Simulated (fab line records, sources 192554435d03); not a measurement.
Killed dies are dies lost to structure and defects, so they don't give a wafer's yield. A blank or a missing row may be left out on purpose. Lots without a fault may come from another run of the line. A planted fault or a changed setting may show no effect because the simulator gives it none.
Chamber matching | flow n5_finfet | N5_BEOL_M7_ETCH_62 on rie_diel-01: 4 sister chambers
The step etches SOC in N2/H2, target depth 110 nm, overetch 22 nm, time 165 s. 18 wafers are shown with their chamber, then 9 later ones without.

WAFERS WITH THEIR CHAMBER
wafer  | chamber | showerhead_plenum_p_Torr (Torr) | throttle_valve_pct (%) | rf_vpp_V (V)
L075.3 | 1       | 2.57                            | 17.39                  | 526.1
L075.4 | 0       | 2.59                            | 18.16                  | 524.5
L075.6 | 0       | 2.59                            | 18.19                  | 525.9
L080.1 | 3       | 2.43                            | 17.84                  | 521.7
L080.2 | 0       | 2.59                            | 17.76                  | 525.9
L080.4 | 1       | 2.57                            | 17.38                  | 526.1
L082.1 | 3       | 2.43                            | 17.85                  | 519.4
L082.2 | 2       | 2.53                            | 18.03                  | 523.0
L082.3 | 0       | 2.59                            | 17.75                  | 524.3
L084.3 | 0       | 2.59                            | 17.76                  | 524.9
L084.4 | 2       | 2.53                            | 18.04                  | 523.9
L084.6 | 1       | 2.57                            | 17.42                  | 523.6
L088.1 | 1       | 2.56                            | 17.43                  | 524.1
L088.3 | 0       | 2.58                            | 17.77                  | 525.5
L088.5 | 1       | 2.56                            | 17.42                  | 525.7
L091.1 | 1       | 2.56                            | 17.43                  | 524.3
L091.2 | 3       | 2.42                            | 17.87                  | 519.5
L091.6 | 3       | 2.42                            | 17.87                  | 519.1

SIGNATURES (means of the wafers above)
reading                  | chamber 0 | chamber 1 | chamber 2 | chamber 3 | scatter within a chamber
showerhead_plenum_p_Torr | 2.5883    | 2.5650    | 2.5300    | 2.4250    | 0.00488
throttle_valve_pct       | 17.8983   | 17.4117   | 18.0350   | 17.8575   | 0.129
rf_vpp_V                 | 525.167   | 524.983   | 523.450   | 519.925   | 0.975
Rule: a wafer's distance from a chamber is the root of the sum, over the readings, of the square of ((its reading less the chamber's mean) divided by the reading's scatter). The wafer belongs to the nearest chamber; if the next one is less than 2 further off, it can't be placed. The scatter: the root of (the sum of the squares of (reading less its chamber's mean) over the shown wafers, divided by (wafers less chambers)).

WAFERS WITHOUT THEIR CHAMBER
wafer  | showerhead_plenum_p_Torr (Torr) | throttle_valve_pct (%) | rf_vpp_V (V)
L092.1 | 2.58                            | 17.79                  | 525.9
L092.3 | 2.52                            | 18.10                  | 523.6
L092.4 | 2.56                            | 17.44                  | 523.2
L093.2 | 2.42                            | 17.87                  | 520.3
L093.4 | 2.52                            | 18.08                  | 521.8
L093.5 | 2.56                            | 17.43                  | 524.6
L097.1 | 2.58                            | 17.81                  | 523.8
L097.3 | 2.52                            | 18.09                  | 523.7
L097.5 | 2.42                            | 17.88                  | 519.7

WHICH CHAMBER EACH WENT THROUGH
wafer  | from the rows above | in truth
L092.1 | 0                   | 0
L092.3 | 2                   | 2
L092.4 | 1                   | 1
L093.2 | 3                   | 3
L093.4 | 2                   | 2
L093.5 | 1                   | 1
L097.1 | 0                   | 0
L097.3 | 2                   | 2
L097.5 | 3                   | 3
Placed correctly: 9 of 9. Can't be placed from these rows: 0. Placed wrongly: 0.
